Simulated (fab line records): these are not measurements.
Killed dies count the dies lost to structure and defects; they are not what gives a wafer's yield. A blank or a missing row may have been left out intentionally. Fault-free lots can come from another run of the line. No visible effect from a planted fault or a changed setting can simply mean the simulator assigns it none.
2 desks, one fault    flow nandHarc    numbers are kept per desk, each desk with only its own; the story behind them comes last

METROLOGY DESK
Means of the sampled wafers that have a number, per lot and without regard to the tool the lot ran on: this is what the gauges read. Any lot whose mean is over 4 standard deviations away from the usual mean is out of limits and marked OUT; that distance is given in the brackets.
Columns: A = thkNm at NHARC_A_ONON_D2_THK_MEAS_14, usual 1002 nm
lot   first seen here  A
L562  day 12 09:08     1022
L563  day 12 18:50     994
L566  day 13 23:33     1005
L567  day 14 16:27     1000
L568  day 14 16:29     999
L569  day 15 12:05     984
L571  day 16 01:59     1010
L572  day 16 21:14     998
L575  day 17 16:14     997
L578  day 19 12:11     998
L584  day 21 22:10     1197 (+20) OUT
L585  day 22 00:53     1205 (+20) OUT
This desk's verdict: out of limits on L584, L585, starting with L584 at day 21 22:10 (thkNm at NHARC_A_ONON_D2_THK_MEAS_14). In limits: L562, L563, L566, L567, L568, L569, L571, L572, L575, L578.

TOOL OWNER'S DESK, pecvdOnon-02
The tool's own readings at NHARC_A_ONON_D2_DEP_12 (target thk 1000 nm): means of the sampled wafers that have a number, for each lot that ran on this tool. Any lot whose mean is over 4 standard deviations away from the usual mean is out of limits and marked OUT; that distance is given in the brackets.
Columns: A = n2FlowSccm at NHARC_A_ONON_D2_DEP_12, usual 2751 sccm; B = nh3FlowSccm at NHARC_A_ONON_D2_DEP_12, usual 500.2 sccm
lot   first seen here  A     B
L562  day 12 08:44     2752  499.5
L566  day 13 23:02     2745  498.2
L568  day 14 16:05     2753  500.0
L571  day 16 01:31     2758  500.9
L572  day 16 20:43     2755  503.0
L575  day 17 15:47     2755  500.9
L578  day 19 11:40     2749  499.6
L584  day 21 21:49     2756  499.8
L585  day 22 00:30     2756  499.2
This desk found nothing out of limits on any of the 9 lots.

BROUGHT TOGETHER
The metrology desk could have raised an alarm at day 21 22:10, on L584, L585.
The desk of the tool owner found nothing out of limits.
On record at the tool owner's desk: L584, L585, within its limits.
NHARC_A_ONON_D2_DEP_12 was run on pecvdOnon-02 by each of the lots named.

WHAT THE SIMULATOR HAD INSERTED
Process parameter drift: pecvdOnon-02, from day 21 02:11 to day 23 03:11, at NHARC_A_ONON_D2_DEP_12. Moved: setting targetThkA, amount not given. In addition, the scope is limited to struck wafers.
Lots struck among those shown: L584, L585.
Time in hours between the start of the fault and the first out-of-limits reading at each desk: metrology desk, 20.
